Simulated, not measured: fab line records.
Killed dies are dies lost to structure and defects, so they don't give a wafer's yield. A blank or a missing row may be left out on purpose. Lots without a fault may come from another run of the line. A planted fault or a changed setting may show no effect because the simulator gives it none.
fab line records + flow n5Finfet
record:
- lots: 7
- wafers: 39
route steps=1938 shown DUMMY_GATE@237 GATE_CUT@500 MOL_CONTACT_COAG@562
startH: hours from the record's first day to the start of the lot's first wafer shown + waitH: how many hours have passed since the lot's step before this one + " unchanged from the row above + L1.1+2: a row that stands for several wafers + - no value, or no start was given + * or withheld: withheld + < > ~ a bound
route shown NAME@n: names a module that has steps shown in the file, with the first one's number in the route + usual: mean/standard deviation of fault-free wafers + same: alike in all rows + chamber/n: place in a boat + sites: the reading at each site + _std_site: their standard deviation + _edge_site: outer sites' mean less inner sites' + radiusMm: for every site, how far away it sits from the centre of the wafer + mask NAME#n: copy n + behind: tool/chamber where the wafer was last shaped + hold: why the lot went on hold/how many hours it stayed there/how the hold came to an end + device: the transistor (n, p or np) that didn't switch + end of line: tests run on the same wafers once the route is complete + a step given without rows: its recipe and nothing more + killed: the dies lost at the first sort to structure and to defects; this is not the yield of the wafer + map: a wafer's dies, x killed, . not, _ none there
set.NAME: the setting the step ran with; set.NAME@STEP: the setting that earlier step ran with + model.NAME: the simulator's own value behind a step, which no gauge read
lots where settings were altered on purpose, with a table for each step and a row for each wafer
== steps ==
step: N5_DUMMY_GATE_ETCH_37
recipe:
- chemistry: N2/H2
- target: SOC
- targetDepthA: 600
- overetchA: 300
- tempC: 40
- ionEnergyEv: 200
- pressureMtorr: 30
- sourceW: 840
- biasW: 150
- n2FlowSccm: 200
- h2FlowSccm: 200
usual:
- rfVppV: 524.3/2.7
| lot.wafer | tool       | chamber | startH | waitH | set.sourceW | rfVppV |
|-----------|------------|---------|--------|-------|-------------|--------|
| L081.1    | rieDiel-01 | 3       | 91.57  | 0.0   | 771.8       | 542.8  |
| L081.2    | "          | 0       | "      | "     | 840         | 522.6  |
| L081.3    | "          | 1       | "      | "     | 840         | 522.5  |
| L081.4    | "          | 2       | "      | "     | 840         | 527.3  |
| L081.5    | "          | 0       | "      | "     | 771.8       | 537.1  |
| L081.6    | "          | 1       | "      | "     | 771.8       | 538.0  |
| L083.1    | rieDiel-02 | 3       | 101.04 | 0.0   | 748.8       | 547.0  |
| L083.2    | "          | 0       | "      | "     | 748.8       | 539.3  |
| L083.3    | "          | 2       | "      | "     | 748.8       | 542.7  |
| L083.4    | "          | 0       | "      | "     | 840         | 519.8  |
| L083.5    | "          | 3       | "      | "     | 840         | 525.0  |
| L083.6    | "          | 2       | "      | "     | 840         | 522.1  |
| L085.1    | rieDiel-02 | 2       | 114.56 | 0.0   | 840         | 522.3  |
| L085.4    | "          | 0       | "      | "     | 840         | 520.5  |
| L085.5    | "          | 2       | "      | "     | 840         | 521.2  |
| L090.1    | rieDiel-02 | 0       | 142.79 | 0.0   | 840         | 520.2  |
| L090.2    | "          | 2       | "      | "     | 737.5       | 544.9  |
| L090.3    | "          | 1       | "      | "     | 737.5       | 545.3  |
| L090.4    | "          | 3       | "      | "     | 840         | 525.9  |
| L090.5    | "          | 3       | "      | "     | 840         | 524.7  |
| L090.6    | "          | 2       | "      | "     | 737.5       | 545.2  |
| L091.1    | rieDiel-02 | 1       | 150.31 | 0.0   | 920.4       | 506.6  |
| L091.2    | "          | 2       | "      | "     | 840         | 522.9  |
| L091.3    | "          | 0       | "      | "     | 920.4       | 505.9  |
| L091.4    | "          | 3       | "      | "     | 840         | 524.9  |
| L091.5    | "          | 3       | "      | "     | 920.4       | 509.0  |
| L091.6    | "          | 2       | "      | "     | 840         | 521.9  |
| L095.1    | rieDiel-01 | 0       | 171.49 | 0.0   | 840         | 523.0  |
| L095.2    | "          | 2       | "      | "     | 891         | 516.1  |
| L095.3    | "          | 1       | "      | "     | 891         | 511.9  |
| L095.4    | "          | 3       | "      | "     | 840         | 529.1  |
| L095.5    | "          | 2       | "      | "     | 891         | 516.5  |
| L095.6    | "          | 1       | "      | "     | 840         | 522.8  |
| L097.1    | rieDiel-06 | 3       | 182.83 | 0.0   | 840         | 528.0  |
| L097.2    | "          | 1       | "      | "     | 840         | 526.7  |
| L097.3    | "          | 2       | "      | "     | 730.6       | 551.6  |
| L097.4    | "          | 0       | "      | "     | 730.6       | 549.0  |
| L097.5    | "          | 3       | "      | "     | 730.6       | 550.2  |
| L097.6    | "          | 0       | "      | "     | 840         | 524.1  |
step: N5_GATE_CUT_CUT_ETCH_53
recipe:
- chemistry: SF6/Cl2
- target: W
- maskMaterial: SiO2
- targetDepthA: 792
- pressureMtorr: 8
- icpW: 900
- biasW: 80
- SF6_flow_sccm: 40
- Cl2_flow_sccm: 60
- ends: cleared
usual:
- etchRfOnTimeS: 25.8/0.39
| lot.wafer | tool        | chamber | startH | waitH | set.icpW | etchRfOnTimeS |
|-----------|-------------|---------|--------|-------|----------|---------------|
| L081.1    | rieMetal-03 | 1       | 129.48 | 0.1   | 766.7    | 29.5          |
| L081.2    | "           | 1       | "      | "     | 766.7    | 29.6          |
| L081.3    | "           | 1       | "      | "     | 900      | 25.8          |
| L081.4    | "           | 1       | "      | "     | 766.7    | 29.4          |
| L081.5    | "           | 1       | "      | "     | 900      | 25.9          |
| L081.6    | "           | 1       | "      | "     | 900      | 25.8          |
| L083.1    | rieMetal-01 | 0       | 140.40 | 0.1   | 900      | 25.9          |
| L083.2    | "           | 1       | "      | "     | 999.9    | 23.6          |
| L083.3    | "           | 1       | "      | "     | 900      | 25.9          |
| L083.4    | "           | 0       | "      | "     | 999.9    | 23.7          |
| L083.5    | "           | 1       | "      | "     | 900      | 25.9          |
| L083.6    | "           | 0       | "      | "     | 999.9    | 23.6          |
| L085.1    | rieMetal-01 | 0       | 150.75 | 0.1   | 900      | 26.4          |
| L085.4    | "           | 0       | "      | "     | 900      | 26.5          |
| L085.5    | "           | 1       | "      | "     | 900      | 26.1          |
| L090.1    | rieMetal-03 | 1       | 180.04 | 0.1   | 821.8    | 27.4          |
| L090.2    | "           | 0       | "      | "     | 821.8    | 26.9          |
| L090.3    | "           | 0       | "      | "     | 821.8    | 26.5          |
| L090.4    | "           | 1       | "      | "     | 900      | 25.4          |
| L090.5    | "           | 0       | "      | "     | 900      | 24.7          |
| L090.6    | "           | 1       | "      | "     | 900      | 25.7          |
| L091.1    | rieMetal-01 | 0       | 187.56 | 0.1   | 952.9    | 24.9          |
| L091.2    | "           | 1       | "      | "     | 900      | 26.2          |
| L091.3    | "           | 0       | "      | "     | 900      | 26.0          |
| L091.4    | "           | 1       | "      | "     | 900      | 26.2          |
| L091.5    | "           | 0       | "      | "     | 952.9    | 25.0          |
| L091.6    | "           | 1       | "      | "     | 952.9    | 24.9          |
| L095.1    | rieMetal-02 | 1       | 209.13 | 0.1   | 900      | 25.5          |
| L095.2    | "           | 0       | "      | "     | 900      | 25.8          |
| L095.3    | "           | 1       | "      | "     | 900      | 25.6          |
| L095.4    | "           | 0       | "      | "     | 900      | 26.0          |
| L095.5    | "           | 1       | "      | "     | 900      | 25.5          |
| L095.6    | "           | 0       | "      | "     | 900      | 25.7          |
| L097.1    | rieMetal-02 | 0       | 221.76 | 0.1   | 1007     | 23.4          |
| L097.2    | "           | 1       | "      | "     | 900      | 25.9          |
| L097.3    | "           | 0       | "      | "     | 900      | 25.8          |
| L097.4    | "           | 1       | "      | "     | 900      | 25.5          |
| L097.5    | "           | 1       | "      | "     | 1007     | 23.3          |
| L097.6    | "           | 0       | "      | "     | 1007     | 23.3          |
step: N5_GATE_CUT_CUT_ETCH_54
recipe:
- chemistry: Cl2/BCl3
- target: TiN
- maskMaterial: SiO2
- targetDepthA: 967
- pressureMtorr: 10
- icpW: 1000
- biasW: 126
- Cl2_flow_sccm: 53.25
- bcl3FlowSccm: 21.75
- Ar_flow_sccm: 25
- ends: cleared
usual:
- etchRfOnTimeS: 36.0/0.55
| lot.wafer | tool        | chamber | startH | waitH | set.biasW | etchRfOnTimeS |
|-----------|-------------|---------|--------|-------|-----------|---------------|
| L081.1    | rieMetal-03 | 1       | 129.60 | 0.1   | 126       | 35.8          |
| L081.2    | "           | 1       | "      | "     | 145.5     | 34.1          |
| L081.3    | "           | 1       | "      | "     | 126       | 36.2          |
| L081.4    | "           | 1       | "      | "     | 145.5     | 34.0          |
| L081.5    | "           | 1       | "      | "     | 145.5     | 34.3          |
| L081.6    | "           | 1       | "      | "     | 126       | 35.8          |
| L083.1    | rieMetal-01 | 0       | 140.46 | 0.0   | 107.1     | 38.6          |
| L083.2    | "           | 1       | "      | "     | 107.1     | 38.3          |
| L083.3    | "           | 1       | "      | "     | 107.1     | 38.4          |
| L083.4    | "           | 0       | "      | "     | 126       | 36.6          |
| L083.5    | "           | 1       | "      | "     | 126       | 36.3          |
| L083.6    | "           | 0       | "      | "     | 126       | 36.5          |
| L085.1    | rieMetal-01 | 0       | 150.81 | 0.0   | 126       | 36.6          |
| L085.4    | "           | 0       | "      | "     | 126       | 36.3          |
| L085.5    | "           | 1       | "      | "     | 126       | 36.3          |
| L090.1    | rieMetal-03 | 1       | 180.10 | 0.0   | 126       | 36.5          |
| L090.2    | "           | 0       | "      | "     | 126       | 35.0          |
| L090.3    | "           | 0       | "      | "     | 126       | 35.1          |
| L090.4    | "           | 1       | "      | "     | 126       | 36.2          |
| L090.5    | "           | 0       | "      | "     | 126       | 34.8          |
| L090.6    | "           | 1       | "      | "     | 126       | 36.3          |
| L091.1    | rieMetal-01 | 0       | 187.62 | 0.0   | 126       | 36.4          |
| L091.2    | "           | 1       | "      | "     | 126       | 36.0          |
| L091.3    | "           | 0       | "      | "     | 136.9     | 35.6          |
| L091.4    | "           | 1       | "      | "     | 126       | 36.4          |
| L091.5    | "           | 0       | "      | "     | 136.9     | 35.0          |
| L091.6    | "           | 1       | "      | "     | 136.9     | 35.2          |
| L095.1    | rieMetal-02 | 1       | 209.19 | 0.0   | 139.2     | 34.5          |
| L095.2    | "           | 0       | "      | "     | 126       | 36.2          |
| L095.3    | "           | 1       | "      | "     | 139.2     | 34.5          |
| L095.4    | "           | 0       | "      | "     | 126       | 36.0          |
| L095.5    | "           | 1       | "      | "     | 126       | 35.6          |
| L095.6    | "           | 0       | "      | "     | 139.2     | 34.8          |
| L097.1    | rieMetal-02 | 0       | 221.82 | 0.0   | 126       | 36.0          |
| L097.2    | "           | 1       | "      | "     | 135.2     | 34.8          |
| L097.3    | "           | 0       | "      | "     | 126       | 36.1          |
| L097.4    | "           | 1       | "      | "     | 135.2     | 34.7          |
| L097.5    | "           | 1       | "      | "     | 126       | 36.2          |
| L097.6    | "           | 0       | "      | "     | 135.2     | 35.2          |
step: N5_MOL_CONTACT_COAG_ALD_123
recipe:
- material: SiNx
- targetThkA: 50
- tempC: 400
- aldPrecursorFamily: SiH2I2
- aldCoReactant: N2/H2-plasma
- pulseTimeS: 1
- purgeTimeS: 2
- coReactantPurgeTimeS: 2
- aldCycles: 100
- pressureTorr: 2
| lot.wafer        | tool      | chamber     | startH | waitH | set.aldCycles | model.SiNx_of_MOL_CONTACT_COAG_ALD_123.thkNm |
|------------------|-----------|-------------|--------|-------|---------------|----------------------------------------------|
| L081.1+3+5       | aldSin-03 | 2,3,3       | 141.64 | 0.0   | 100           | 5                                            |
| L081.2+4+6       | "         | 0,0,2       | "      | "     | 117           | 5.8                                          |
| L083.1+3+4       | aldSin-03 | 1,2,3       | 151.71 | 0.0   | 100           | 5                                            |
| L083.2+5+6       | "         | 0,0,1       | "      | "     | 113           | 5.6                                          |
| L085.1+4+5       | aldSin-02 | 1,2,0       | 164.45 | 0.0   | 100           | 5                                            |
| L090.1+2+3+4+5+6 | aldSin-03 | 0,1,3,2,0,1 | 192.79 | 0.3   | 100           | 5                                            |
| L091.1+3+4       | aldSin-01 | 3,1,0       | 200.69 | 0.6   | 92            | 4.6                                          |
| L091.2+5+6       | "         | 2,3,2       | "      | "     | 100           | 5                                            |
| L095.1+2+3       | aldSin-03 | 0,3,1       | 225.35 | 0.0   | 91            | 4.6                                          |
| L095.4+5+6       | "         | 2,2,1       | "      | "     | 100           | 5                                            |
| L097.1+4+6       | aldSin-03 | 0,3,1       | 233.52 | 0.0   | 106           | 5.4                                          |
| L097.2+3+5       | "         | 1,2,0       | "      | "     | 100           | 5                                            |
step: N5_MOL_CONTACT_COAG_ETCH_91
recipe:
- chemistry: N2/H2
- target: SOC
- targetDepthA: 600
- overetchA: 210
- maskMaterial: SiARC
- tempC: 40
- timeS: 101.2
- ionEnergyEv: 200
- pressureMtorr: 30
- sourceW: 840
- biasW: 150
- n2FlowSccm: 200
- h2FlowSccm: 200
| lot.wafer        | tool       | chamber     | startH | waitH | set.targetDepthA |
|------------------|------------|-------------|--------|-------|------------------|
| L081.1+2+3       | rieDiel-03 | 3,1,0       | 143.09 | 0.0   | 600              |
| L081.4+5+6       | "          | 2,3,2       | "      | "     | 571.9            |
| L083.1+2+3+4+5+6 | rieDiel-04 | 0,1,3,2,3,2 | 153.15 | 0.0   | 600              |
| L085.1+4+5       | rieDiel-05 | 0,2,1       | 166.58 | 0.0   | 600              |
| L090.1+2+5       | rieDiel-05 | 1,0,1       | 194.11 | 0.0   | 600              |
| L090.3+4+6       | "          | 2,3,2       | "      | "     | 632.9            |
| L091.1+2+6       | rieDiel-05 | 2,0,0       | 202.16 | 0.0   | 600              |
| L091.3+4+5       | "          | 3,1,3       | "      | "     | 641.2            |
| L095.1+2+3+4+5+6 | rieDiel-05 | 1,3,2,0,1,2 | 227.93 | 0.0   | 600              |
| L097.1+2+5       | rieDiel-05 | 3,1,1       | 234.87 | 0.0   | 659.5            |
| L097.3+4+6       | "          | 2,0,0       | "      | "     | 600              |
step: N5_MOL_CONTACT_COAG_STRIP_92
recipe:
- chemistry: N2/H2
- tempC: 40
- n2FlowSccm: 200
- h2FlowSccm: 200
- rfFrequencyHz: 6e+07
step: N5_MOL_CONTACT_COAG_STRIP_93
recipe:
- chemistry: N2/H2
- tempC: 40
- n2FlowSccm: 200
- h2FlowSccm: 200
- rfFrequencyHz: 6e+07
step: N5_MOL_CONTACT_COAG_STRIP_120
recipe:
- chemistry: CHF3
- resist: SiARC
- rfFrequencyHz: 6e+07
step: N5_MOL_CONTACT_COAG_VIA_ETCH_117
recipe:
- chemistry: C4F6/O2
- targetDepthA: 400
- overetchA: 80
- maskMaterial: SOC
- target: SiO2
- biasW: 455
- pressureMtorr: 10
- timeS: 26
- sourceW: 325
- Ar_flow_sccm: 300
- C4F6_flow_sccm: 10
- O2_flow_sccm: 10
- ionEnergyEv: 575.3
- ends: endPoint
step: N5_MOL_CONTACT_COAG_ETCH_124
recipe:
- chemistry: CH3F/O2
- target: SiNx
- targetDepthA: 65
- maskMaterial: SOC
- stopOn: SiOC
- overEtchFrac: 0.3
- ionEnergyEv: 120
- pressureMtorr: 30
- sourceW: 395
- biasW: 73
- Ar_flow_sccm: 150
- CH3F_flow_sccm: 30
- O2_flow_sccm: 20
- ends: endPoint
| lot.wafer | tool       | chamber | startH | waitH | set.aldCycles@MOL_CONTACT_COAG_ALD_123 | model.etch.depthNm |
|-----------|------------|---------|--------|-------|----------------------------------------|--------------------|
| L081.1    | rieDiel-05 | 2       | 144.88 | 0.0   | 100                                    | 4.991              |
| L081.2    | "          | 0       | "      | "     | 117                                    | 5.862              |
| L081.3    | "          | 1       | "      | "     | 100                                    | 5.006              |
| L081.4    | "          | 3       | "      | "     | 117                                    | 5.869              |
| L081.5    | "          | 1       | "      | "     | 100                                    | 4.994              |
| L081.6    | "          | 2       | "      | "     | 117                                    | 5.854              |
| L083.1    | rieDiel-05 | 1       | 154.79 | 0.0   | 100                                    | 4.952              |
| L083.2    | "          | 0       | "      | "     | 113                                    | 5.642              |
| L083.3    | "          | 3       | "      | "     | 100                                    | 5.027              |
| L083.4    | "          | 2       | "      | "     | 100                                    | 4.988              |
| L083.5    | "          | 1       | "      | "     | 113                                    | 5.664              |
| L083.6    | "          | 2       | "      | "     | 113                                    | 5.628              |
| L085.1    | rieDiel-05 | 0       | 167.98 | 0.0   | 100                                    | 4.987              |
| L085.4    | "          | 2       | "      | "     | 100                                    | 4.985              |
| L085.5    | "          | 2       | "      | "     | 100                                    | 5.021              |
| L090.1    | rieDiel-05 | 3       | 195.79 | 0.0   | 100                                    | 5.024              |
| L090.2    | "          | 1       | "      | "     | 100                                    | 5.008              |
| L090.3    | "          | 0       | "      | "     | 100                                    | 5.004              |
| L090.4    | "          | 2       | "      | "     | 100                                    | 5.027              |
| L090.5    | "          | 2       | "      | "     | 100                                    | 5.025              |
| L090.6    | "          | 1       | "      | "     | 100                                    | 5.01               |
| L091.1    | rieDiel-03 | 1       | 204.24 | 0.0   | 92                                     | 4.595              |
| L091.2    | "          | 3       | "      | "     | 100                                    | 4.998              |
| L091.3    | "          | 0       | "      | "     | 92                                     | 4.599              |
| L091.4    | "          | 2       | "      | "     | 92                                     | 4.62               |
| L091.5    | "          | 2       | "      | "     | 100                                    | 5.032              |
| L091.6    | "          | 1       | "      | "     | 100                                    | 4.983              |
| L095.1    | rieDiel-04 | 3       | 229.36 | 0.0   | 91                                     | 4.556              |
| L095.2    | "          | 2       | "      | "     | 91                                     | 4.541              |
| L095.3    | "          | 0       | "      | "     | 91                                     | 4.528              |
| L095.4    | "          | 1       | "      | "     | 100                                    | 4.991              |
| L095.5    | "          | 0       | "      | "     | 100                                    | 5.031              |
| L095.6    | "          | 3       | "      | "     | 100                                    | 5                  |
| L097.1    | rieDiel-04 | 0       | 236.27 | 0.0   | 106                                    | 5.305              |
| L097.2    | "          | 3       | "      | "     | 100                                    | 5                  |
| L097.3    | "          | 1       | "      | "     | 100                                    | 5.017              |
| L097.4    | "          | 2       | "      | "     | 106                                    | 5.328              |
| L097.5    | "          | 2       | "      | "     | 100                                    | 5.038              |
| L097.6    | "          | 3       | "      | "     | 106                                    | 5.345              |
== key ==
split:
- step: N5_DUMMY_GATE_ETCH_37
- setting: sourceW
- stated: 840
- by: wafer
response:
- step: N5_DUMMY_GATE_ETCH_37
- reading: rfVppV
- change: -1.8
- per: 1%
- r: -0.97
split:
- step: N5_GATE_CUT_CUT_ETCH_53
- setting: icpW
- stated: 900
- by: wafer
response:
- step: N5_GATE_CUT_CUT_ETCH_53
- reading: etchRfOnTimeS
- change: *
- per: 1%
- r: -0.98
split:
- step: N5_GATE_CUT_CUT_ETCH_54
- setting: biasW
- stated: 126
- by: wafer
response:
- step: N5_GATE_CUT_CUT_ETCH_54
- reading: etchRfOnTimeS
- change: *
- per: 1%
- r: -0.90
split:
- step: N5_MOL_CONTACT_COAG_ALD_123
- setting: aldCycles
- stated: 100
- by: wafer
response:
- step: N5_MOL_CONTACT_COAG_ALD_123
- reading: model.SiNx_of_MOL_CONTACT_COAG_ALD_123.thkNm
- change: +0.0479
- per: 1%
- r: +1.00
response:
- step: N5_MOL_CONTACT_COAG_ETCH_124
- reading: model.etch.depthNm
- change: +0.0508
- per: 1%
- r: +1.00
split:
- step: N5_MOL_CONTACT_COAG_ETCH_91
- setting: targetDepthA
- stated: 600
- by: wafer
response none clear
